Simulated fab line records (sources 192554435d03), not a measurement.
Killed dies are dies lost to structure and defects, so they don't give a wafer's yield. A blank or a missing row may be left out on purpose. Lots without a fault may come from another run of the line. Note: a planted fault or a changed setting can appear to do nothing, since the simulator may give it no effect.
Split-lot experiment | flow n5Finfet | route with 1938 steps; 7 lots, 39 wafers read

== ON THE SPLIT ==
At N5_BEOL_M6_HM_DEP_02 (deposits TiN, target thk 20 nm), the setting targetThkA was moved away from the recipe's 200 angstrom on 15 of the 39 wafers read, by -45.4% to +56.1%. This setting was run at the recipe's value on the other wafers.

== FROM THE SPLIT TO THE READING: what the file shows between them, 4 steps ==
- N5_BEOL_M6_COAT_59: time 60 s, resist thk 100 nm
- N5_BEOL_M6_COAT_60: time 60 s, resist thk 35 nm
- N5_BEOL_M6_STRIP_68: strips in N2/H2
- N5_BEOL_M6_STRIP_67: strips in CF4

== THE READING ==
etch.depthNm (the simulator's own value, which no gauge read), in nm, at N5_BEOL_M6_HM_OPEN_17 (chemistry Cl2/BCl3, target TiN, target depth 20 nm, overetch 6 nm). The file does not state a usual value for it. The 24 wafers here that ran the recipe average 20.21 nm, standard deviation 0.25 nm.

wafer  | tool, chamber at the split | targetThkA as run, angstrom | against the recipe | etch.depthNm, nm | against lot-mates on the recipe
L076.1 | pvdSputter-01, -           | 312.1                       | +56.1%             | 27.1             | +6.90
L076.2 | pvdSputter-01, -           | 312.1                       | +56.1%             | 25.93            | +5.73
L076.3 | pvdSputter-01, -           | 200                         | recipe             | 20.23            | -
L076.4 | pvdSputter-01, -           | 200                         | recipe             | 20.19            | -
L076.5 | pvdSputter-01, -           | 200                         | recipe             | 20.17            | -
L076.6 | pvdSputter-01, -           | 312.1                       | +56.1%             | 27.06            | +6.86
L078.1 | pvdSputter-02, -           | 200                         | recipe             | 19.65            | -
L078.2 | pvdSputter-02, -           | 236.6                       | +18.3%             | 23.22            | +3.45
L078.3 | pvdSputter-02, -           | 236.6                       | +18.3%             | 23.64            | +3.87
L078.4 | pvdSputter-02, -           | 200                         | recipe             | 19.96            | -
L078.5 | pvdSputter-02, -           | 200                         | recipe             | 19.69            | -
L078.6 | pvdSputter-02, -           | 236.6                       | +18.3%             | 23.23            | +3.46
L083.1 | pvdSputter-02, -           | 109.2                       | -45.4%             | 11.06            | -8.93
L083.2 | pvdSputter-02, -           | 109.2                       | -45.4%             | 10.83            | -9.16
L083.3 | pvdSputter-02, -           | 109.2                       | -45.4%             | 10.51            | -9.48
L083.4 | pvdSputter-02, -           | 200                         | recipe             | 19.88            | -
L083.5 | pvdSputter-02, -           | 200                         | recipe             | 20.06            | -
L083.6 | pvdSputter-02, -           | 200                         | recipe             | 20.03            | -
L084.1 | pvdSputter-01, -           | 200                         | recipe             | 20.43            | -
L084.2 | pvdSputter-01, -           | 200                         | recipe             | 20.26            | -
L084.3 | pvdSputter-01, -           | 200                         | recipe             | 20.53            | -
L084.5 | pvdSputter-01, -           | 200                         | recipe             | 20.53            | -
L084.4 | pvdSputter-01, -           | 200                         | recipe             | 20.41            | -
L084.6 | pvdSputter-01, -           | 200                         | recipe             | 20.5             | -
L093.1 | pvdSputter-01, -           | 121.6                       | -39.2%             | 12.45            | -7.81
L093.2 | pvdSputter-01, -           | 200                         | recipe             | 20.51            | -
L093.3 | pvdSputter-01, -           | 121.6                       | -39.2%             | 12.58            | -7.68
L093.4 | pvdSputter-01, -           | 200                         | recipe             | 20.2             | -
L093.5 | pvdSputter-01, -           | 200                         | recipe             | 20.08            | -
L093.6 | pvdSputter-01, -           | 121.6                       | -39.2%             | 12.63            | -7.63
L094.1 | pvdSputter-01, -           | 200                         | recipe             | 20.5             | -
L094.2 | pvdSputter-01, -           | 277.6                       | +38.8%             | 26.87            | +6.54
L094.3 | pvdSputter-01, -           | 200                         | recipe             | 20.32            | -
L094.4 | pvdSputter-01, -           | 277.6                       | +38.8%             | 26.07            | +5.74
L094.5 | pvdSputter-01, -           | 200                         | recipe             | 20.16            | -
L094.6 | pvdSputter-01, -           | 277.6                       | +38.8%             | 26.06            | +5.73
L096.3 | pvdSputter-03, -           | 200                         | recipe             | 20.44            | -
L096.5 | pvdSputter-03, -           | 200                         | recipe             | 20.22            | -
L096.6 | pvdSputter-03, -           | 200                         | recipe             | 20.11            | -

FIT RESULTS
A straight line over all 39 wafers: etch.depthNm changes by +0.163 nm for each +1% of targetThkA; r = +0.98; the points scatter about the line by 0.95 nm.
The same after taking each lot's own level away (the mean of its wafers on the recipe; 39 wafers): +0.163 nm for each +1%; r = +0.98; scatter 0.93 nm.
Per that fit: largest targetThkA move, reading shift of 9.1 nm.
Across the lots, their own levels run from 19.767 to 20.443 nm, a range of 2.7 times the standard deviation given above.
The two slopes are in agreement: the lot-to-lot level therefore moves the slope only a little.
Check: for one of the wafers moved furthest among these (+56.1%), held out of the fit, the line's prediction against its lot-mates is +8.98 nm. Against them it came out at +6.9 nm.

== THE WHOLE CHAIN: every reading that the file lists as answering this split, in the file's order ==
step                   | what it does                                                      | reading                                                                         | change (the file's fit)                                                          | r (the file's)
N5_BEOL_M6_HM_DEP_02   | deposits TiN, target thk 20 nm                                    | TiN_of_BEOL_M6_HM_DEP_02.thkNm (the simulator's own value, which no gauge read) | +0.2 nm for each +1% of the setting                                              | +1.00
N5_BEOL_M6_HM_OPEN_17  | chemistry Cl2/BCl3, target TiN, target depth 20 nm, overetch 6 nm | etch.depthNm (the simulator's own value, which no gauge read)                   | +0.161 nm for each +1% of the setting                                            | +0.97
N5_BEOL_M6_OCD_MEAS_38 |                                                                   | trenchDepthNm                                                                   | not straight: 94.1 at the lowest setting, 94.4 at the recipe, 2.5 at the highest | not given

== THE FILE'S OWN FIT ==
etch.depthNm changes by +0.161 nm for each +1% of targetThkA, r = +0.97.
